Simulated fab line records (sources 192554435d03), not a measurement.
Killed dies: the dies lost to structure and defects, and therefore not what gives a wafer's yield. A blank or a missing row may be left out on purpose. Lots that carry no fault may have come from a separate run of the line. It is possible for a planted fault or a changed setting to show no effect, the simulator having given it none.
Lot-split experiment    flow n5 finfet    route with 1938 steps; 7 lots, 21 wafers read

## THE SPLIT
At N5_BEOL_M13_ETCH_68 (etches SOC in N2/H2, time 355 s), the setting time s was moved away from the recipe's 355 s on 4 of the 21 wafers read, by -16.6% to +21.2%. This setting was run at the recipe's value on the other wafers.

The split's own step is where the reading is taken.

## THE READING
SiARC_of_BEOL_M13_COAT_66.thk nm (the simulator's own value, which no gauge read), in nm, at N5_BEOL_M13_ETCH_68 (etches SOC in N2/H2, time 355 s). The file does not state a usual value for it. The 17 wafers here that ran the recipe average 77.1 nm, standard deviation 0.42 nm.

wafer   tool, chamber at the split  time s as run, s  against the recipe  SiARC_of_BEOL_M13_COAT_66.thk nm, nm  against lot-mates on the recipe
L077.1  rie diel-02, 0,2,1          355               recipe              77.6                                  -
L077.4  rie diel-02, 0,2,1          355               recipe              77.6                                  -
L077.5  rie diel-02, 0,2,1          355               recipe              77.6                                  -
L081.2  rie diel-03, 3              355               recipe              77.2                                  -
L081.4  rie diel-03, 3              355               recipe              77                                    -
L081.6  rie diel-03, 2              355               recipe              76.6                                  -
L083.2  rie diel-03, 2              355               recipe              76.8                                  -
L083.5  rie diel-03, 2              430.4             +21.2%              69.6                                  -7.0
L083.6  rie diel-03, 1              355               recipe              76.4                                  -
L084.2  rie diel-02, 3              355               recipe              77                                    -
L084.3  rie diel-02, 0              355               recipe              76.6                                  -
L084.4  rie diel-02, 1              355               recipe              76.8                                  -
L086.3  rie diel-01, 0              379.7             +7.0%               76                                    -1.0
L086.4  rie diel-01, 2              379.7             +7.0%               74.4                                  -2.6
L086.5  rie diel-01, 3              355               recipe              77                                    -
L089.1  rie diel-02, 3              355               recipe              77.8                                  -
L089.5  rie diel-02, 2              355               recipe              77.6                                  -
L089.6  rie diel-02, 3              355               recipe              77.2                                  -
L097.1  rie diel-01, 0              296.1             -16.6%              83.2                                  +6.5
L097.3  rie diel-01, 1              355               recipe              76.6                                  -
L097.6  rie diel-01, 3              355               recipe              76.8                                  -
When a row names more than one chamber, that row covers several wafers, and the file does not tell which wafer ran in which chamber.

THE FIT
A straight line over all 21 wafers: SiARC_of_BEOL_M13_COAT_66.thk nm changes by -0.349 nm for each +1% of time s; r = -0.98; the points scatter about the line by 0.51 nm.
The same after taking each lot's own level away (the mean of its wafers on the recipe; 21 wafers): -0.345 nm for each +1%; r = -0.98; scatter 0.4 nm.
The reading moves by 7.3 nm for the largest change in time s, on that fit.
Measured against the standard deviation above, the lots' own levels, which go from 76.60 to 77.60 nm, span 2.4 times it.
So the lot-to-lot level changes the slope little: the two slopes agree.
Check: -7.47 nm against its lot-mates is what the line predicts for one of the wafers moved furthest among these (+21.2%) when that wafer is left out of the fit. It came out at -7 nm against them.

## THESE WAFERS: OTHER SPLITS
These wafers also went through other splits before the reading. Each is held against what the fit with the lots' levels taken away leaves over:
other split on the same wafers      wafers away from the commonest value  r with SiARC_of_BEOL_M13_COAT_66.thk nm (lot level and that fit taken away)
N5_BEOL_M9_DESCUM_16 time s         6                                     -0.18
N5_BEOL_M10_PEB_26 peb time s       5                                     +0.06
N5_BEOL_M11_HM_DEP_02 target thk a  8                                     +0.37
N5_BEOL_M11_COAT_05 spin rpm        9                                     -0.07
N5_BEOL_M12_COAT_58 spin rpm        6                                     +0.06
N5_BEOL_M12_ETCH_59 bias w          4                                     -0.04

## FILE'S OWN FIT
SiARC_of_BEOL_M13_COAT_66.thk nm changes by -0.347 nm for each +1% of time s, r = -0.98.
